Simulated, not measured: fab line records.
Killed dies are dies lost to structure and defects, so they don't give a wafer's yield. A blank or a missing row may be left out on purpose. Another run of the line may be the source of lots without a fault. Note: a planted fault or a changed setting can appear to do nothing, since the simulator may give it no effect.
Split-lot study | flow n5_finfet | 39 wafers read from 7 lots, route of 1938 steps

== ABOUT THE SPLIT ==
At N5_DUMMY_GATE_ETCH_42 (etches SiO2 in CHF3/O2, target depth 3.5 nm, time 31 s), the setting bias_w was moved away from the recipe's 12 W on 15 of the 39 wafers read, by -17.2% to +9.7%. This setting was run at the recipe's value on the other wafers.

Reading taken at the split's own step.

== THE READING ==
rf_vpp_V, in V, at N5_DUMMY_GATE_ETCH_42 (etches SiO2 in CHF3/O2, target depth 3.5 nm, time 31 s). Typical for fault-free wafers on this fab line: 42.3 V, with standard deviation 0.9 V.

wafer  | tool, chamber at the split | bias_w as run, W | against the recipe | rf_vpp_V, V | against lot-mates on the recipe
L074.1 | rie_diel-02, 3             | 9.94             | -17.2%             | 37.7        | -4.3
L074.2 | rie_diel-02, 1             | 12               | recipe             | 42.4        | -
L074.3 | rie_diel-02, 2             | 12               | recipe             | 41.3        | -
L074.4 | rie_diel-02, 0             | 9.94             | -17.2%             | 37.0        | -5.0
L074.5 | rie_diel-02, 3             | 12               | recipe             | 42.4        | -
L074.6 | rie_diel-02, 2             | 9.94             | -17.2%             | 36.9        | -5.1
L075.2 | rie_diel-04, 1             | 12               | recipe             | 43.6        | -
L075.4 | rie_diel-04, 3             | 12               | recipe             | 42.4        | -
L075.6 | rie_diel-04, 2             | 12               | recipe             | 42.4        | -
L081.1 | rie_diel-03, 2             | 11.37            | -5.3%              | 40.2        | -2.1
L081.2 | rie_diel-03, 3             | 11.37            | -5.3%              | 40.6        | -1.7
L081.3 | rie_diel-03, 0             | 12               | recipe             | 42.6        | -
L081.4 | rie_diel-03, 1             | 12               | recipe             | 42.3        | -
L081.5 | rie_diel-03, 0             | 11.37            | -5.3%              | 40.9        | -1.4
L081.6 | rie_diel-03, 3             | 12               | recipe             | 42.0        | -
L087.1 | rie_diel-03, 2             | 13.17            | +9.7%              | 44.7        | +2.0
L087.2 | rie_diel-03, 0             | 12               | recipe             | 42.3        | -
L087.3 | rie_diel-03, 3             | 12               | recipe             | 42.0        | -
L087.4 | rie_diel-03, 1             | 12               | recipe             | 43.7        | -
L087.5 | rie_diel-03, 0             | 13.17            | +9.7%              | 46.3        | +3.6
L087.6 | rie_diel-03, 3             | 13.17            | +9.7%              | 45.5        | +2.8
L091.1 | rie_diel-03, 3             | 12               | recipe             | 42.5        | -
L091.2 | rie_diel-03, 1             | 12               | recipe             | 44.1        | -
L091.3 | rie_diel-03, 0             | 12               | recipe             | 41.0        | -
L091.4 | rie_diel-03, 2             | 12               | recipe             | 41.7        | -
L091.5 | rie_diel-03, 3             | 12               | recipe             | 41.3        | -
L091.6 | rie_diel-03, 2             | 12               | recipe             | 41.1        | -
L092.1 | rie_diel-02, 3             | 12               | recipe             | 43.7        | -
L092.2 | rie_diel-02, 0             | 10.49            | -12.6%             | 37.1        | -6.0
L092.3 | rie_diel-02, 1             | 12               | recipe             | 42.9        | -
L092.4 | rie_diel-02, 3             | 12               | recipe             | 42.6        | -
L092.5 | rie_diel-02, 1             | 10.49            | -12.6%             | 38.6        | -4.5
L092.6 | rie_diel-02, 0             | 10.49            | -12.6%             | 38.9        | -4.2
L094.1 | rie_diel-02, 0             | 12               | recipe             | 40.8        | -
L094.2 | rie_diel-02, 3             | 10.05            | -16.2%             | 35.8        | -6.0
L094.3 | rie_diel-02, 1             | 12               | recipe             | 42.2        | -
L094.4 | rie_diel-02, 1             | 12               | recipe             | 42.4        | -
L094.5 | rie_diel-02, 3             | 10.05            | -16.2%             | 37.3        | -4.5
L094.6 | rie_diel-02, 0             | 10.05            | -16.2%             | 36.6        | -5.2

FIT RESULTS
A straight line over all 39 wafers: rf_vpp_V changes by +0.325 V for each +1% of bias_w; r = +0.95; the points scatter about the line by 0.8 V.
The same after taking each lot's own level away (the mean of its wafers on the recipe; 39 wafers): +0.314 V for each +1%; r = +0.95; scatter 0.76 V.
That fit puts the effect of the largest move of bias_w on the reading at 5.4 V.
Measured against the standard deviation above, the lots' own levels, which go from 41.80 to 43.07 V, span 1.4 times it.
The two slopes agree, so the slope changes little with the lot-to-lot level.
Check: with one of the wafers moved furthest among these (-17.2%) left out of the fit, the line predicts -5.6 V for it against its lot-mates. Against them it came out at -4.33 V.
Tool readings at the split's step, against how far the setting was moved: rf_vpp_V r = +0.95.

== OTHER SPLITS ON THESE WAFERS ==
Note: prior to the reading, these wafers also went through further splits. Each is held against what the fit with the lots' levels taken away leaves over:
other split on the same wafers             | wafers away from the commonest value | r with rf_vpp_V (lot level and that fit taken away)
N5_WELL_APT_IMPLANT_15 energy_kev          | 15                                   | +0.10
N5_STI_FIN_REVEAL_RECESS_09 target_depth_a | 18                                   | -0.31
N5_DUMMY_GATE_ETCH_31 target_depth_a       | 12                                   | -0.07
N5_DUMMY_GATE_ETCH_32 time_s               | 18                                   | -0.27

== THE FILE'S OWN FIT ==
rf_vpp_V changes by +0.317 V for each +1% of bias_w, r = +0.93.
